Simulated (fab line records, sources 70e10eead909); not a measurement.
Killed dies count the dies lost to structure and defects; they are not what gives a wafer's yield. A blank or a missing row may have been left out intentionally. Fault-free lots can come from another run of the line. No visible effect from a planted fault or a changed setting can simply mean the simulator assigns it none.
Struck lot and sound lot, side by side ; flow nand-harc ; 13 steps out of a route of 1302
Sound: the wafers L525.1, L525.2, L525.3. Wafers struck: L518.1, L518.3, L518.6. The cause is given at the end.
For every step that has rows: the tool of each side, followed by ch and its chambers, followed by its first start. Under that, the readings that differ: sound wafers ; struck wafers ; difference of the means ; sigmas: that difference in standard deviations of wafers without a fault.
alike: a reading whose means differ by less than 2 such deviations, as well as words and numbers matching on both sides. not compared: withheld readings; readings where some wafer has no value; bounds like >300 that might hide an equal value; numbers whose values overlap and for which the record gives no deviation.
A row with sigmas, a row that says differs or no value, or rows on one side alone: a step with any of these is where the two part. Numbers that have no deviation but don't overlap get no sigmas and don't part them. A reading that every wafer of one side lacks parts them only if that side has two wafers or more.

NHARC_A_CONTACT_DEP_24: deposits SiO2, target thk 500 nm.
  sound on pecvd-03 ch 0,1,2, day 28 22:02; struck on pecvd-04 ch 0,1, day 26 07:48
  alike: heater-power-w, mfc-precursor-sccm, throttle-valve-pct
NHARC_A_CONTACT_DEP_28: deposits aC, target thk 7000 nm.
  sound on acl-dep-01 ch 0, day 28 23:57; struck on acl-dep-01 ch 0, day 26 08:20
  alike: throttle-valve-pct
NHARC_A_CONTACT_DEP_29: deposits SiON, target thk 100 nm.
  sound on pecvd-03 ch 0,1,2, day 29 04:09; struck on pecvd-01 ch 0,1,2, day 26 12:35
  alike: heater-power-w
then, 8 steps without rows for these wafers: NHARC_A_CONTACT_DEHYDRATE_32 (time 120 s); NHARC_A_CONTACT_HMDS_33 (time 30 s); NHARC_A_CONTACT_COAT_34 (time 75 s); NHARC_A_CONTACT_COAT_35 (time 65 s); NHARC_A_CONTACT_COAT_36 (resist thk 90 nm); NHARC_A_CONTACT_SOFTBAKE_37 (time 55 s); NHARC_A_CONTACT_EBR_38; NHARC_A_CONTACT_EXPOSE_39 (exposes mask A CC 3).
NHARC_A_CONTACT_PEB_40: peb time 65 s.
  struck on litho-track-01, day 26 13:13; sound on litho-track-01 ch 0, day 29 04:47
  no value came back on the struck wafers for chill-plate-temp-C (C), exhaust-pa (Pa), peb-time-s (s); on the sound wafers chill-plate-temp-C (C) reads 22.98 23.11 22.93
then, 1 step without rows for these wafers: NHARC_A_CONTACT_DEVELOP_41 (develop time 35 s).

## WHERE THEY PART
Only at NHARC_A_CONTACT_PEB_40, within this record.

WHY: the cause the simulator had injected
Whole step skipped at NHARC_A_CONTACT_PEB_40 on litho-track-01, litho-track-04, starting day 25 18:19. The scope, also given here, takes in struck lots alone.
